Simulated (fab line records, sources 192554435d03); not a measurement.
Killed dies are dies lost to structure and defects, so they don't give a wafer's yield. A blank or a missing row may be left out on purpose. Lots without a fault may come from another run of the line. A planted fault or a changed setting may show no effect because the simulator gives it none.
Chamber matching | flow n5_finfet | N5_FIN_SAQP_STRIP_55 on rie_diel-01: 4 sister chambers
The step strips in N2/H2. 8 wafers are shown with their chamber, then 8 later ones without.

WAFERS WITH THEIR CHAMBER
wafer  | chamber | drypump_motor_current_A (A) | showerhead_plenum_p_Torr (Torr)
L078.3 | 0       | 6.3                         | 3.43
L078.4 | 1       | 5.8                         | 3.36
L079.2 | 2       | 5.3                         | 3.53
L079.6 | 0       | 6.4                         | 3.43
L081.1 | 1       | 5.8                         | 3.35
L081.3 | 3       | 6.0                         | 3.40
L081.6 | 2       | 5.3                         | 3.53
L087.3 | 3       | 6.0                         | 3.39

WAFERS WITHOUT THEIR CHAMBER
wafer  | drypump_motor_current_A (A) | showerhead_plenum_p_Torr (Torr)
L087.5 | 6.3                         | 3.42
L087.6 | 6.0                         | 3.39
L090.1 | 6.3                         | 3.41
L090.3 | 5.8                         | 3.34
L090.5 | 5.8                         | 3.34
L091.2 | 6.4                         | 3.41
L091.5 | 6.0                         | 3.39
L091.6 | 5.3                         | 3.52

WHICH CHAMBER EACH WENT THROUGH
wafer  | from the rows above | in truth
L087.5 | 0                   | 0
L087.6 | 3                   | 3
L090.1 | 0                   | 0
L090.3 | 1                   | 1
L090.5 | 1                   | 1
L091.2 | 0                   | 0
L091.5 | 3                   | 3
L091.6 | 2                   | 2
Placed correctly: 8 of 8. Can't be placed from these rows: 0. Placed wrongly: 0.
How it was worked out, from the rows above alone: a wafer's distance from a chamber is the root of the sum, over the readings, of the square of ((its reading less the chamber's mean) divided by the reading's scatter). The wafer belongs to the nearest chamber; if the next one is less than 2 further off, it can't be placed. A chamber's mean is the mean of its shown wafers. The scatter: the root of (the sum of the squares of (reading less its chamber's mean) over the shown wafers, divided by (wafers less chambers)).
